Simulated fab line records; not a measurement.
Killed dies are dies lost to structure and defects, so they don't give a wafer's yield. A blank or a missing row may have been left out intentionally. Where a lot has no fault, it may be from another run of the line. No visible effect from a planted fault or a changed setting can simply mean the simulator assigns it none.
Which of the tools did it? | flow n5_finfet | 72 wafers from 24 lots sampled at 6 of the route's 1938 steps

== WHAT EACH GAUGE READ, for each wafer ==
The record holds no reading of a measuring or inspecting step that can be judged against a usual standard deviation.

== TOOL THAT RAN EACH LOT (tool first, then ch and the chambers of the sampled wafers, then the start) ==
lot  | N5_BEOL_M7_DEGAS_44          | N5_BEOL_M8_PECVD_70             | N5_BEOL_M8_ETCH_61                 | N5_BEOL_M8_HM_OPEN_17             | N5_BEOL_M8_ANNEAL_51             | N5_BEOL_M9_CURE_71
L074 | pvd_sputter-03, day 10 14:56 | pecvd-02 ch 0,1, day 10 17:31   | rie_diel-05 ch 0,3, day 10 20:19   | rie_metal-03 ch 0,1, day 10 20:34 | rtp_anneal-02 ch 0, day 10 23:24 | uv_cure-02 ch 0, day 11 00:22
L075 | pvd_sputter-01, day 10 14:59 | pecvd-03 ch 1,2, day 10 17:48   | rie_diel-04 ch 0,1,3, day 10 20:32 | rie_metal-03 ch 0,1, day 10 20:47 | rtp_anneal-01 ch 0, day 10 23:43 | uv_cure-01 ch 2, day 11 00:37
L078 | pvd_sputter-02, day 10 21:43 | pecvd-01 ch 0,1, day 11 00:31   | rie_diel-04 ch 0,3, day 11 03:34   | rie_metal-03 ch 0,1, day 11 03:49 | rtp_anneal-02 ch 0, day 11 11:59 | uv_cure-01 ch 0, day 11 12:59
L077 | pvd_sputter-02, day 10 22:47 | pecvd-01 ch 0,2, day 11 01:34   | rie_diel-05 ch 0,2,3, day 11 03:37 | rie_metal-02 ch 0,1, day 11 03:52 | rtp_anneal-02 ch 0, day 11 11:41 | uv_cure-02 ch 2, day 11 12:37
L076 | pvd_sputter-02, day 11 08:37 | pecvd-02 ch 0,1, day 11 12:13   | rie_diel-05 ch 0,2,3, day 11 13:58 | rie_metal-03 ch 0,1, day 11 14:13 | rtp_anneal-02 ch 0, day 11 20:02 | uv_cure-01 ch 0, day 11 20:59
L079 | pvd_sputter-02, day 11 12:50 | pecvd-03 ch 0,1, day 11 15:18   | rie_diel-05 ch 0,1,2, day 11 17:11 | rie_metal-02 ch 0,1, day 11 17:25 | rtp_anneal-02 ch 0, day 11 21:50 | uv_cure-02 ch 0, day 11 22:42
L080 | pvd_sputter-02, day 11 13:00 | pecvd-03 ch 0,1, day 11 15:59   | rie_diel-02 ch 1,3, day 11 17:23   | rie_metal-03 ch 0,1, day 11 17:38 | rtp_anneal-02 ch 0, day 11 23:48 | uv_cure-02 ch 0, day 12 00:40
L081 | pvd_sputter-03, day 12 00:09 | pecvd-03 ch 1,2, day 12 02:28   | rie_diel-02 ch 1,2,3, day 12 03:08 | rie_metal-02 ch 1, day 12 03:26   | rtp_anneal-01 ch 0, day 12 08:11 | uv_cure-01 ch 2, day 12 09:17
L082 | pvd_sputter-03, day 12 07:10 | pecvd-02 ch 1,2, day 12 10:16   | rie_diel-04 ch 0,2,3, day 12 14:05 | rie_metal-01 ch 0,1, day 12 14:22 | rtp_anneal-02 ch 0, day 12 17:39 | uv_cure-03 ch 2, day 12 18:36
L083 | pvd_sputter-03, day 12 14:25 | pecvd-02 ch 0,1, day 12 17:08   | rie_diel-05 ch 1,2,3, day 12 19:25 | rie_metal-01 ch 0,1, day 12 19:40 | rtp_anneal-01 ch 0, day 13 00:05 | uv_cure-01 ch 2, day 13 01:03
L085 | pvd_sputter-01, day 12 16:42 | pecvd-02 ch 0,1,2, day 12 20:51 | rie_diel-05 ch 0,3, day 12 21:45   | rie_metal-02 ch 0,1, day 12 22:01 | rtp_anneal-02 ch 0, day 13 02:33 | uv_cure-01 ch 1, day 13 03:45
L086 | pvd_sputter-03, day 12 23:17 | pecvd-03 ch 0,1,2, day 13 01:58 | rie_diel-04 ch 1,2, day 13 05:08   | rie_metal-02 ch 0,1, day 13 05:23 | rtp_anneal-01 ch 0, day 13 11:31 | uv_cure-01 ch 1, day 13 12:40
L084 | pvd_sputter-03, day 13 04:26 | pecvd-03 ch 0,1, day 13 07:12   | rie_diel-02 ch 0,2, day 13 08:44   | rie_metal-03 ch 0,1, day 13 08:59 | rtp_anneal-01 ch 0, day 13 17:31 | uv_cure-02 ch 2, day 13 18:23
L087 | pvd_sputter-03, day 13 12:08 | pecvd-02 ch 0,2, day 13 17:39   | rie_diel-02 ch 1,2,3, day 13 18:47 | rie_metal-01 ch 0,1, day 13 19:05 | rtp_anneal-02 ch 0, day 14 04:44 | uv_cure-02 ch 1, day 14 05:43
L088 | pvd_sputter-03, day 13 23:58 | pecvd-02 ch 0,1, day 14 06:49   | rie_diel-04 ch 0,2,3, day 14 09:04 | rie_metal-01 ch 0,1, day 14 09:19 | rtp_anneal-01 ch 0, day 14 12:23 | uv_cure-03 ch 2, day 14 13:22
L089 | pvd_sputter-01, day 14 10:09 | pecvd-02 ch 0,1,2, day 14 13:11 | rie_diel-02 ch 0,2, day 14 14:14   | rie_metal-02 ch 0,1, day 14 14:29 | rtp_anneal-02 ch 0, day 14 21:47 | uv_cure-03 ch 0, day 14 22:39
L090 | pvd_sputter-02, day 14 11:53 | pecvd-03 ch 0,1,2, day 14 14:08 | rie_diel-02 ch 0,3, day 14 19:07   | rie_metal-01 ch 0,1, day 14 19:29 | rtp_anneal-01 ch 0, day 15 04:20 | uv_cure-02 ch 1, day 15 05:16
L091 | pvd_sputter-02, day 14 11:58 | pecvd-01 ch 0,1,2, day 14 14:23 | rie_diel-02 ch 0,3, day 14 19:28   | rie_metal-01 ch 0,1, day 14 19:49 | rtp_anneal-01 ch 0, day 15 04:47 | uv_cure-01 ch 0, day 15 05:39
L093 | pvd_sputter-02, day 14 12:27 | pecvd-03 ch 0,1,2, day 14 14:51 | rie_diel-02 ch 0,3, day 14 20:02   | rie_metal-03 ch 0,1, day 14 20:23 | rtp_anneal-02 ch 0, day 15 05:03 | uv_cure-02 ch 2, day 15 05:59
L092 | pvd_sputter-01, day 14 18:52 | pecvd-03 ch 0,1,2, day 14 21:43 | rie_diel-02 ch 0,3, day 15 10:02   | rie_metal-03 ch 0,1, day 15 12:22 | rtp_anneal-01 ch 0, day 15 18:49 | uv_cure-03 ch 1, day 15 19:42
L094 | pvd_sputter-02, day 16 00:07 | pecvd-02 ch 0,2, day 16 02:33   | rie_diel-02 ch 0,1,3, day 16 04:31 | rie_metal-02 ch 0,1, day 16 04:46 | rtp_anneal-02 ch 0, day 16 09:17 | uv_cure-03 ch 0, day 16 10:09
L096 | pvd_sputter-02, day 16 00:59 | pecvd-03 ch 0,2, day 16 04:05   | rie_diel-02 ch 1,2,3, day 16 05:22 | rie_metal-03 ch 0,1, day 16 05:36 | rtp_anneal-02 ch 0, day 16 10:26 | uv_cure-01 ch 0, day 16 11:21
L095 | pvd_sputter-01, day 16 02:12 | pecvd-02 ch 0,1,2, day 16 05:35 | rie_diel-02 ch 2,3, day 16 07:01   | rie_metal-03 ch 0,1, day 16 07:15 | rtp_anneal-01 ch 0, day 16 10:36 | uv_cure-03 ch 1, day 16 11:28
L097 | pvd_sputter-03, day 16 06:00 | pecvd-02 ch 0,1,2, day 16 08:27 | rie_diel-02 ch 0,3, day 16 10:16   | rie_metal-03 ch 0,1, day 16 10:32 | rtp_anneal-01 ch 0, day 16 14:43 | uv_cure-02 ch 2, day 16 15:38
- N5_BEOL_M7_DEGAS_44: time 60 s.
- N5_BEOL_M8_PECVD_70: deposits SiO2 from TEOS/O2, target thk 20 nm, time 22.7 s.
- N5_BEOL_M8_ETCH_61: etches SiARC in CF4, target depth 45.5 nm, time 75.8 s.
- N5_BEOL_M8_HM_OPEN_17: chemistry Cl2/BCl3, target TiN, target depth 20 nm, overetch 6 nm.
- N5_BEOL_M8_ANNEAL_51: time 90 s.
- N5_BEOL_M9_CURE_71: cures SiCOH lowk, time 240 s.

== AS READ BY THE TOOLS THEMSELVES (means over the sampled wafers that have a number; for cases with no such wafer, the mark the record gives instead) ==
N5_BEOL_M7_DEGAS_44. Usual: heater_power_w 345 W, standard deviation 36; susceptor_temp_C 249.99 C, standard deviation 0.17.
lot  | tool           | heater_power_w (W) | susceptor_temp_C (C) | flag
L074 | pvd_sputter-03 | 344                | 250.02               |
L075 | pvd_sputter-01 | 342                | 250.09               |
L078 | pvd_sputter-02 | 353                | 250.03               |
L077 | pvd_sputter-02 | 369                | 250.10               |
L076 | pvd_sputter-02 | 323                | 250.03               |
L079 | pvd_sputter-02 | 352                | 250.06               |
L080 | pvd_sputter-02 | 365                | 249.93               |
L081 | pvd_sputter-03 | 376                | 249.90               |
L082 | pvd_sputter-03 | 314                | 249.97               |
L083 | pvd_sputter-03 | 356                | 250.01               |
L085 | pvd_sputter-01 | 343                | 250.18               |
L086 | pvd_sputter-03 | 326                | 249.93               |
L084 | pvd_sputter-03 | 323                | 250.10               |
L087 | pvd_sputter-03 | 373                | 250.00               |
L088 | pvd_sputter-03 | 344                | 250.03               |
L089 | pvd_sputter-01 | 345                | 249.90               |
L090 | pvd_sputter-02 | 340                | 250.15               |
L091 | pvd_sputter-02 | 358                | 250.02               |
L093 | pvd_sputter-02 | 353                | 250.04               |
L092 | pvd_sputter-01 | 325                | 250.00               |
L094 | pvd_sputter-02 | 338                | 249.97               |
L096 | pvd_sputter-02 | 387                | 249.92               |
L095 | pvd_sputter-01 | 314                | 250.02               |
L097 | pvd_sputter-03 | 357                | 249.76               |

N5_BEOL_M8_PECVD_70. Usual: heater_power_w 694 W, standard deviation 72; showerhead_plenum_p_Torr 8.76 Torr, standard deviation 0.055; susceptor_temp_C 399.99 C, standard deviation 0.19; throttle_valve_pct 22.8 %, standard deviation 0.91.
lot  | tool     | heater_power_w (W) | showerhead_plenum_p_Torr (Torr) | susceptor_temp_C (C) | throttle_valve_pct (%) | flag
L074 | pecvd-02 | 755                | 8.70                            | 399.83               | 23.8                   |
L075 | pecvd-03 | 648                | 8.79                            | 400.17               | 22.2                   |
L078 | pecvd-01 | 861                | 8.83                            | 400.02               | 23.2                   |
L077 | pecvd-01 | 757                | 8.87                            | 399.98               | 21.4                   |
L076 | pecvd-02 | 748                | 8.70                            | 399.92               | 23.7                   |
L079 | pecvd-03 | 638                | 8.78                            | 400.17               | 22.8                   |
L080 | pecvd-03 | 641                | 8.78                            | 399.95               | 22.7                   |
L081 | pecvd-03 | 676                | 8.76                            | 400.26               | 21.9                   |
L082 | pecvd-02 | 641                | 8.77                            | 399.84               | 22.8                   |
L083 | pecvd-02 | 722                | 8.74                            | 399.68               | 24.0                   |
L085 | pecvd-02 | 684                | 8.74                            | 400.01               | 23.3                   |
L086 | pecvd-03 | 705                | 8.78                            | 399.87               | 22.4                   |
L084 | pecvd-03 | 641                | 8.78                            | 399.98               | 22.8                   |
L087 | pecvd-02 | 636                | 8.70                            | 399.88               | 23.1                   |
L088 | pecvd-02 | 682                | 8.72                            | 399.96               | 23.8                   |
L089 | pecvd-02 | 666                | 8.74                            | 400.06               | 23.3                   |
L090 | pecvd-03 | 662                | 8.77                            | 400.23               | 22.4                   |
L091 | pecvd-01 | 772                | 8.85                            | 400.07               | 22.4                   |
L093 | pecvd-03 | 708                | 8.79                            | 400.11               | 22.5                   |
L092 | pecvd-03 | 669                | 8.78                            | 400.07               | 22.7                   |
L094 | pecvd-02 | 710                | 8.68                            | 399.89               | 23.0                   |
L096 | pecvd-03 | 596                | 8.76                            | 400.16               | 22.6                   |
L095 | pecvd-02 | 700                | 8.73                            | 399.97               | 23.3                   |
L097 | pecvd-02 | 701                | 8.74                            | 400.05               | 23.3                   |

N5_BEOL_M8_ETCH_61. Usual: drypump_motor_current_A 5.7 A, standard deviation 0.45; etch_rf_on_time_s 76.1 s, standard deviation 2.4; oes_product_au 0.68 a.u., standard deviation 0.089; rf_vpp_V 184.4 V, standard deviation 1.2; showerhead_plenum_p_Torr 2.17 Torr, standard deviation 0.073; throttle_valve_pct 15.57 %, standard deviation 0.29.
lot  | tool        | drypump_motor_current_A (A) | etch_rf_on_time_s (s) | oes_product_au (a.u.) | rf_vpp_V (V) | showerhead_plenum_p_Torr (Torr) | throttle_valve_pct (%) | flag
L074 | rie_diel-05 | 5.8                         | 78.9                  | 0.60                  | 184.0        | 2.12                            | 15.96                  |
L075 | rie_diel-04 | 5.5                         | 78.0                  | 0.61                  | 184.5        | 2.16                            | 15.84                  |
L078 | rie_diel-04 | 5.6                         | 77.5                  | 0.63                  | 184.1        | 2.12                            | 15.60                  |
L077 | rie_diel-05 | 5.7                         | 78.4                  | 0.60                  | 184.4        | 2.15                            | 15.79                  |
L076 | rie_diel-05 | 5.7                         | 77.6                  | 0.60                  | 183.8        | 2.15                            | 15.81                  |
L079 | rie_diel-05 | 5.9                         | 76.6                  | 0.67                  | 184.8        | 2.20                            | 15.69                  |
L080 | rie_diel-02 | 5.2                         | 75.6                  | 0.59                  | 184.8        | 2.14                            | 15.79                  |
L081 | rie_diel-02 | 5.7                         | 75.7                  | 0.62                  | 183.7        | 2.18                            | 15.73                  |
L082 | rie_diel-04 | 5.8                         | 76.7                  | 0.61                  | 183.1        | 2.10                            | 15.67                  |
L083 | rie_diel-05 | 6.0                         | 75.9                  | 0.67                  | 184.2        | 2.20                            | 15.60                  |
L085 | rie_diel-05 | 5.9                         | 78.3                  | 0.60                  | 183.2        | 2.12                            | 15.91                  |
L086 | rie_diel-04 | 5.8                         | 77.3                  | 0.60                  | 184.0        | 2.09                            | 15.77                  |
L084 | rie_diel-02 | 6.2                         | 74.4                  | 0.71                  | 185.7        | 2.26                            | 15.48                  |
L087 | rie_diel-02 | 5.7                         | 76.9                  | 0.70                  | 184.6        | 2.18                            | 15.59                  |
L088 | rie_diel-04 | 5.8                         | 75.8                  | 0.68                  | 183.7        | 2.09                            | 15.56                  |
L089 | rie_diel-02 | 6.2                         | 75.2                  | 0.70                  | 186.9        | 2.25                            | 15.51                  |
L090 | rie_diel-02 | 5.5                         | 75.3                  | 0.77                  | 185.0        | 2.21                            | 15.24                  |
L091 | rie_diel-02 | 5.5                         | 74.2                  | 0.77                  | 184.7        | 2.21                            | 15.25                  |
L093 | rie_diel-02 | 5.5                         | 73.8                  | 0.77                  | 185.5        | 2.21                            | 15.24                  |
L092 | rie_diel-02 | 5.4                         | 75.6                  | 0.75                  | 184.1        | 2.21                            | 15.27                  |
L094 | rie_diel-02 | 5.5                         | 75.8                  | 0.76                  | 184.3        | 2.18                            | 15.32                  |
L096 | rie_diel-02 | 5.7                         | 74.6                  | 0.74                  | 184.1        | 2.17                            | 15.46                  |
L095 | rie_diel-02 | 5.9                         | 73.2                  | 0.70                  | 184.7        | 2.19                            | 15.55                  |
L097 | rie_diel-02 | 5.2                         | 74.3                  | 0.75                  | 184.7        | 2.15                            | 15.31                  |

N5_BEOL_M8_HM_OPEN_17. Usual: bcl3_flow_sccm 21.74 sccm, standard deviation 0.064; drypump_motor_current_A 5.5 A, standard deviation 0.43; he_backside_leak_sccm 3.4 sccm, standard deviation 0.32; oes_product_au 0.62 a.u., standard deviation 0.082; throttle_valve_pct 22.26 %, standard deviation 0.23.
lot  | tool         | bcl3_flow_sccm (sccm) | drypump_motor_current_A (A) | he_backside_leak_sccm (sccm) | oes_product_au (a.u.) | throttle_valve_pct (%) | flag
L074 | rie_metal-03 | 21.80                 | 5.1                         | 3.3                          | 0.58                  | 22.23                  |
L075 | rie_metal-03 | 21.70                 | 5.2                         | 3.3                          | 0.58                  | 22.39                  |
L078 | rie_metal-03 | 21.69                 | 5.1                         | 3.2                          | 0.58                  | 22.22                  |
L077 | rie_metal-02 | 21.72                 | 5.5                         | 3.6                          | 0.60                  | 22.43                  |
L076 | rie_metal-03 | 21.74                 | 5.2                         | 3.2                          | 0.57                  | 22.40                  |
L079 | rie_metal-02 | 21.75                 | 5.5                         | 3.8                          | 0.60                  | 22.44                  |
L080 | rie_metal-03 | 21.77                 | 5.2                         | 3.2                          | 0.58                  | 22.40                  |
L081 | rie_metal-02 | 21.74                 | 6.1                         | 3.5                          | 0.69                  | 22.28                  |
L082 | rie_metal-01 | 21.73                 | 5.6                         | 3.3                          | 0.64                  | 22.24                  |
L083 | rie_metal-01 | 21.72                 | 5.7                         | 3.1                          | 0.64                  | 22.24                  |
L085 | rie_metal-02 | 21.72                 | 5.4                         | 3.5                          | 0.80                  | 22.15                  |
L086 | rie_metal-02 | 21.83                 | 5.8                         | 3.6                          | 0.75                  | 22.19                  |
L084 | rie_metal-03 | 21.78                 | 5.2                         | 3.3                          | 0.57                  | 22.39                  |
L087 | rie_metal-01 | 21.64                 | 5.6                         | 3.3                          | 0.63                  | 22.25                  |
L088 | rie_metal-01 | 21.74                 | 5.6                         | 3.1                          | 0.63                  | 22.25                  |
L089 | rie_metal-02 | 21.76                 | 5.4                         | 3.6                          | 0.78                  | 22.14                  |
L090 | rie_metal-01 | 21.73                 | 5.6                         | 3.3                          | 0.63                  | 22.24                  |
L091 | rie_metal-01 | 21.77                 | 5.7                         | 3.2                          | 0.63                  | 22.25                  |
L093 | rie_metal-03 | 21.74                 | 5.1                         | 3.1                          | 0.58                  | 22.22                  |
L092 | rie_metal-03 | 21.68                 | 5.1                         | 3.3                          | 0.57                  | 22.24                  |
L094 | rie_metal-02 | 21.80                 | 5.4                         | 4.2                          | 0.75                  | 22.15                  |
L096 | rie_metal-03 | 21.76                 | 5.2                         | 3.2                          | 0.56                  | 22.41                  |
L095 | rie_metal-03 | 21.72                 | 5.1                         | 3.2                          | 0.57                  | 22.24                  |
L097 | rie_metal-03 | 21.78                 | 5.1                         | 3.4                          | 0.56                  | 22.25                  |

N5_BEOL_M8_ANNEAL_51. Usual: anneal_temp_c 225.00 C, standard deviation 0.19; wafer_temp_C_max 225.92, standard deviation 0.24.
lot  | tool          | anneal_temp_c (C) | wafer_temp_C_max | flag
L074 | rtp_anneal-02 | 224.96            | 226.10           |
L075 | rtp_anneal-01 | 225.22            | 225.60           |
L078 | rtp_anneal-02 | 225.05            | 226.16           |
L077 | rtp_anneal-02 | 224.89            | 226.06           |
L076 | rtp_anneal-02 | 224.89            | 225.93           |
L079 | rtp_anneal-02 | 224.85            | 225.86           |
L080 | rtp_anneal-02 | 225.31            | 225.85           |
L081 | rtp_anneal-01 | 224.88            | 225.83           |
L082 | rtp_anneal-02 | 224.89            | 226.17           |
L083 | rtp_anneal-01 | 225.05            | 225.62           |
L085 | rtp_anneal-02 | 224.92            | 225.91           |
L086 | rtp_anneal-01 | 225.02            | 225.57           |
L084 | rtp_anneal-01 | 225.19            | 225.86           |
L087 | rtp_anneal-02 | 224.99            | 225.78           |
L088 | rtp_anneal-01 | 224.99            | 225.75           |
L089 | rtp_anneal-02 | 225.01            | 226.01           |
L090 | rtp_anneal-01 | 224.85            | 225.77           |
L091 | rtp_anneal-01 | 224.88            | 225.94           |
L093 | rtp_anneal-02 | 225.24            | 225.89           |
L092 | rtp_anneal-01 | 225.30            | 226.02           |
L094 | rtp_anneal-02 | 225.08            | 226.15           |
L096 | rtp_anneal-02 | 225.08            | 226.11           |
L095 | rtp_anneal-01 | 225.01            | 225.76           |
L097 | rtp_anneal-01 | 224.91            | 225.74           |

N5_BEOL_M9_CURE_71. Usual: lamp_power_pct 52.31 %, standard deviation 0.06; wafer_temp_C_max 387.0, standard deviation 0.64.
lot  | tool       | lamp_power_pct (%) | wafer_temp_C_max | flag
L074 | uv_cure-02 | 52.31              | 387.4            |
L075 | uv_cure-01 | 52.27              | 386.0            |
L078 | uv_cure-01 | 52.35              | 386.7            |
L077 | uv_cure-02 | 52.27              | 387.2            |
L076 | uv_cure-01 | 52.32              | 387.2            |
L079 | uv_cure-02 | 52.34              | 386.7            |
L080 | uv_cure-02 | 52.24              | 386.9            |
L081 | uv_cure-01 | 52.27              | 386.0            |
L082 | uv_cure-03 | 52.31              | 386.0            |
L083 | uv_cure-01 | 52.30              | 385.7            |
L085 | uv_cure-01 | 52.26              | 387.5            |
L086 | uv_cure-01 | 52.28              | 387.3            |
L084 | uv_cure-02 | 52.32              | 387.1            |
L087 | uv_cure-02 | 52.27              | 387.8            |
L088 | uv_cure-03 | 52.33              | 386.5            |
L089 | uv_cure-03 | 52.32              | 387.1            |
L090 | uv_cure-02 | 52.35              | 387.8            |
L091 | uv_cure-01 | 52.27              | 387.2            |
L093 | uv_cure-02 | 52.26              | 387.4            |
L092 | uv_cure-03 | 52.29              | 387.2            |
L094 | uv_cure-03 | 52.31              | 387.2            |
L096 | uv_cure-01 | 52.31              | 386.9            |
L095 | uv_cure-03 | 52.33              | 387.0            |
L097 | uv_cure-02 | 52.32              | 387.1            |

== THE ANSWER, worked out from the rows above alone ==
Rule: a lot counts as off when the mean over its wafers that have a number is more than 3 standard deviations away from the usual mean. A lot without any number at a reading at which 4 lots or more have one is off too. All remaining lots with rows at the step are treated as sound. After the gauges, taken in route order, come the tools' own readings; for these a lot's mean is taken, as printed above. The first step at which some lot is off is used, and at that step the reading that is off furthest; a lot without a number counts as furthest.
Nothing can be told from this: no lot is off at any reading shown.

== WHAT HAD BEEN PUT IN BY THE SIMULATOR ==
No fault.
